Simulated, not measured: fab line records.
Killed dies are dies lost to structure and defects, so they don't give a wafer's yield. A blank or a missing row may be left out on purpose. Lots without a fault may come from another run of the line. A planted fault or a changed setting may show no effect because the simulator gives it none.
Split-lot experiment :: flow n5_finfet :: 21 wafers read across 7 lots, on a route 1938 steps long

== ABOUT THE SPLIT ==
At N5_SD_EPI_P_EPI_21 (deposits SiGe:B, time 355 s), the setting epi_growth_time_s was moved away from the recipe's 355 s on 5 of the 21 wafers read, by -10.4% to +6.9%. For the rest of the wafers, this setting stayed at what the recipe calls for.

== THE PATH FROM SPLIT TO READING: the file shows 1 step between them ==
- N5_SD_EPI_P_EPI_MEAS_23

== THE READING ==
SiGe-B_of_SD_EPI_P_EPI_21.thk_nm (the simulator's own value, which no gauge read), in nm, at N5_SD_EPI_P_HM_STRIP_48 (strips SiNx in H3PO4, material SiNx, target depth 3 nm). The file does not state a usual value for it. Average 60.7 nm, standard deviation 0.81 nm, over the 16 wafers here run with the recipe.

wafer: L079.3
tool, chamber at the split: epi_rpcvd-01, 0
epi_growth_time_s as run, s: 355
against the recipe: recipe
SiGe-B_of_SD_EPI_P_EPI_21.thk_nm, nm: 62
against lot-mates on the recipe: -

wafer: L079.4
tool, chamber at the split: epi_rpcvd-01, 0
epi_growth_time_s as run, s: 355
against the recipe: recipe
SiGe-B_of_SD_EPI_P_EPI_21.thk_nm, nm: 62.2
against lot-mates on the recipe: -

wafer: L079.6
tool, chamber at the split: epi_rpcvd-01, 0
epi_growth_time_s as run, s: 355
against the recipe: recipe
SiGe-B_of_SD_EPI_P_EPI_21.thk_nm, nm: 61
against lot-mates on the recipe: -

wafer: L081.1
tool, chamber at the split: epi_rpcvd-01, 0
epi_growth_time_s as run, s: 355
against the recipe: recipe
SiGe-B_of_SD_EPI_P_EPI_21.thk_nm, nm: 59.8
against lot-mates on the recipe: -

wafer: L081.2
tool, chamber at the split: epi_rpcvd-01, 0
epi_growth_time_s as run, s: 379.6
against the recipe: +6.9%
SiGe-B_of_SD_EPI_P_EPI_21.thk_nm, nm: 63.6
against lot-mates on the recipe: +3.4

wafer: L081.4
tool, chamber at the split: epi_rpcvd-01, 0
epi_growth_time_s as run, s: 355
against the recipe: recipe
SiGe-B_of_SD_EPI_P_EPI_21.thk_nm, nm: 60.6
against lot-mates on the recipe: -

wafer: L088.1
tool, chamber at the split: epi_rpcvd-02, 0
epi_growth_time_s as run, s: 366
against the recipe: +3.1%
SiGe-B_of_SD_EPI_P_EPI_21.thk_nm, nm: 61
against lot-mates on the recipe: +1.0

wafer: L088.3
tool, chamber at the split: epi_rpcvd-02, 0
epi_growth_time_s as run, s: 355
against the recipe: recipe
SiGe-B_of_SD_EPI_P_EPI_21.thk_nm, nm: 60
against lot-mates on the recipe: -

wafer: L088.4
tool, chamber at the split: epi_rpcvd-02, 0
epi_growth_time_s as run, s: 366
against the recipe: +3.1%
SiGe-B_of_SD_EPI_P_EPI_21.thk_nm, nm: 61.8
against lot-mates on the recipe: +1.8

wafer: L091.2
tool, chamber at the split: epi_rpcvd-04, 0
epi_growth_time_s as run, s: 355
against the recipe: recipe
SiGe-B_of_SD_EPI_P_EPI_21.thk_nm, nm: 59.8
against lot-mates on the recipe: -

wafer: L091.3
tool, chamber at the split: epi_rpcvd-04, 0
epi_growth_time_s as run, s: 355
against the recipe: recipe
SiGe-B_of_SD_EPI_P_EPI_21.thk_nm, nm: 59.6
against lot-mates on the recipe: -

wafer: L091.5
tool, chamber at the split: epi_rpcvd-04, 0
epi_growth_time_s as run, s: 355
against the recipe: recipe
SiGe-B_of_SD_EPI_P_EPI_21.thk_nm, nm: 59.8
against lot-mates on the recipe: -

wafer: L094.3
tool, chamber at the split: epi_rpcvd-01, 0
epi_growth_time_s as run, s: 355
against the recipe: recipe
SiGe-B_of_SD_EPI_P_EPI_21.thk_nm, nm: 61.4
against lot-mates on the recipe: -

wafer: L094.4
tool, chamber at the split: epi_rpcvd-01, 0
epi_growth_time_s as run, s: 355
against the recipe: recipe
SiGe-B_of_SD_EPI_P_EPI_21.thk_nm, nm: 61.4
against lot-mates on the recipe: -

wafer: L094.6
tool, chamber at the split: epi_rpcvd-01, 0
epi_growth_time_s as run, s: 355
against the recipe: recipe
SiGe-B_of_SD_EPI_P_EPI_21.thk_nm, nm: 59.8
against lot-mates on the recipe: -

wafer: L095.2
tool, chamber at the split: epi_rpcvd-01, 0
epi_growth_time_s as run, s: 318.2
against the recipe: -10.4%
SiGe-B_of_SD_EPI_P_EPI_21.thk_nm, nm: 56
against lot-mates on the recipe: -4.6

wafer: L095.3
tool, chamber at the split: epi_rpcvd-01, 0
epi_growth_time_s as run, s: 318.2
against the recipe: -10.4%
SiGe-B_of_SD_EPI_P_EPI_21.thk_nm, nm: 57
against lot-mates on the recipe: -3.6

wafer: L095.6
tool, chamber at the split: epi_rpcvd-01, 0
epi_growth_time_s as run, s: 355
against the recipe: recipe
SiGe-B_of_SD_EPI_P_EPI_21.thk_nm, nm: 60.6
against lot-mates on the recipe: -

wafer: L096.3
tool, chamber at the split: epi_rpcvd-01, 0
epi_growth_time_s as run, s: 355
against the recipe: recipe
SiGe-B_of_SD_EPI_P_EPI_21.thk_nm, nm: 60.4
against lot-mates on the recipe: -

wafer: L096.4
tool, chamber at the split: epi_rpcvd-01, 0
epi_growth_time_s as run, s: 355
against the recipe: recipe
SiGe-B_of_SD_EPI_P_EPI_21.thk_nm, nm: 61
against lot-mates on the recipe: -

wafer: L096.6
tool, chamber at the split: epi_rpcvd-01, 0
epi_growth_time_s as run, s: 355
against the recipe: recipe
SiGe-B_of_SD_EPI_P_EPI_21.thk_nm, nm: 61.2
against lot-mates on the recipe: -

THE FIT
A straight line over all 21 wafers: SiGe-B_of_SD_EPI_P_EPI_21.thk_nm changes by +0.393 nm for each +1% of epi_growth_time_s; r = +0.89; the points scatter about the line by 0.78 nm.
The same after taking each lot's own level away (the mean of its wafers on the recipe; 21 wafers): +0.417 nm for each +1%; r = +0.96; scatter 0.48 nm.
According to that fit, moving epi_growth_time_s by its largest amount changes the reading by 4.3 nm.
The lots' own levels span 59.73 to 61.73 nm, that is 2.5 times the standard deviation above.
The two slopes are in agreement: the lot-to-lot level therefore moves the slope only a little.
Check: for one of the wafers moved furthest among these (-10.4%), held out of the fit, the line's prediction against its lot-mates is -4.04 nm. Against them it came out at -4.6 nm.

== THE WHOLE CHAIN: every reading that the file lists as answering this split, in the file's order ==
step: N5_SD_EPI_P_EPI_21
what it does: deposits SiGe:B, time 355 s
reading: SiGe-B_of_SD_EPI_P_EPI_21.thk_nm (the simulator's own value, which no gauge read)
change (the file's fit): +0.414 nm for each +1% of the setting
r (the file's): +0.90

step: N5_SD_EPI_P_EPI_MEAS_23
what it does: 
reading: thk_nm
change (the file's fit): withheld for each +1% of the setting
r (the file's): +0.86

step: N5_SD_EPI_P_HM_STRIP_48
what it does: strips SiNx in H3PO4, material SiNx, target depth 3 nm
reading: SiGe-B_of_SD_EPI_P_EPI_21.thk_nm (the simulator's own value, which no gauge read)
change (the file's fit): +0.426 nm for each +1% of the setting
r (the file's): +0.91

== FILE'S OWN FIT ==
SiGe-B_of_SD_EPI_P_EPI_21.thk_nm changes by +0.426 nm for each +1% of epi_growth_time_s, r = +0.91.
